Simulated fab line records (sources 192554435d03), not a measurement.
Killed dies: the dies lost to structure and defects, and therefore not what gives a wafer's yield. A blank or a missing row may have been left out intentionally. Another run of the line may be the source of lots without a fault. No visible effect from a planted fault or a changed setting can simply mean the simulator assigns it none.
Matching of chambers	flow n5 finfet	rie diel-02 running N5_BEOL_M7_DESCUM_33: 4 sister chambers
The step chemistry O2, time 7 s. 18 wafers are shown with their chamber, then 9 later ones without.

## WAFERS PAIRED WITH THEIR CHAMBERS
wafer	chamber	drypump motor current A (A)	throttle valve pct (%)	showerhead plenum p Torr (Torr)
L074.1	2	5.9	20.51	2.06
L074.2	3	5.5	20.32	2.17
L074.4	0	5.0	20.50	2.10
L076.1	2	5.9	20.49	2.05
L076.2	0	5.0	20.51	2.10
L076.4	1	6.0	19.99	1.99
L075.1	1	6.0	19.98	1.99
L075.2	0	5.1	20.51	2.10
L075.3	2	5.9	20.51	2.05
L075.4	3	5.5	20.33	2.17
L075.5	0	5.0	20.49	2.10
L075.6	1	6.0	20.01	1.99
L077.1	0	5.0	20.50	2.09
L077.2	2	5.9	20.50	2.05
L077.5	0	5.0	20.50	2.09
L088.2	3	5.5	20.36	2.16
L088.4	1	6.0	20.01	1.98
L088.5	3	5.5	20.36	2.16

SIGNATURES, as means of the wafers listed above
reading	chamber 0	chamber 1	chamber 2	chamber 3	scatter within a chamber
drypump motor current A	5.017	6.000	5.900	5.500	0.0244
throttle valve pct	20.5017	19.9975	20.5025	20.3425	0.0134
showerhead plenum p Torr	2.0967	1.9875	2.0525	2.1650	0.00523
Rule: distance of a wafer from a chamber = root of the sum over the readings of ((wafer's reading minus chamber's mean) / reading's scatter) squared. The wafer belongs to the nearest chamber; if the next one is less than 2 further off, it can't be placed. The scatter: take each reading less its chamber's mean, square it, sum over the shown wafers, divide by the number of wafers less the number of chambers, and take the root.

## WAFERS WHOSE CHAMBER IS MISSING
wafer	drypump motor current A (A)	throttle valve pct (%)	showerhead plenum p Torr (Torr)
L091.2	5.5	20.37	2.16
L091.3	6.0	20.02	1.98
L091.5	5.9	20.54	2.04
L090.4	6.0	20.04	1.98
L090.5	6.0	20.04	1.98
L090.6	5.0	20.55	2.09
L096.2	5.5	20.38	2.15
L096.4	5.1	20.56	2.08
L096.6	5.0	20.55	2.08

## WHICH CHAMBER EACH ONE RAN IN
wafer	from the rows above	in truth
L091.2	3	3
L091.3	1	1
L091.5	2	2
L090.4	1	1
L090.5	1	1
L090.6	0	0
L096.2	3	3
L096.4	0	0
L096.6	0	0
9 of 9 placed correctly. Can't be placed from these rows: 0. Placed wrongly: 0.
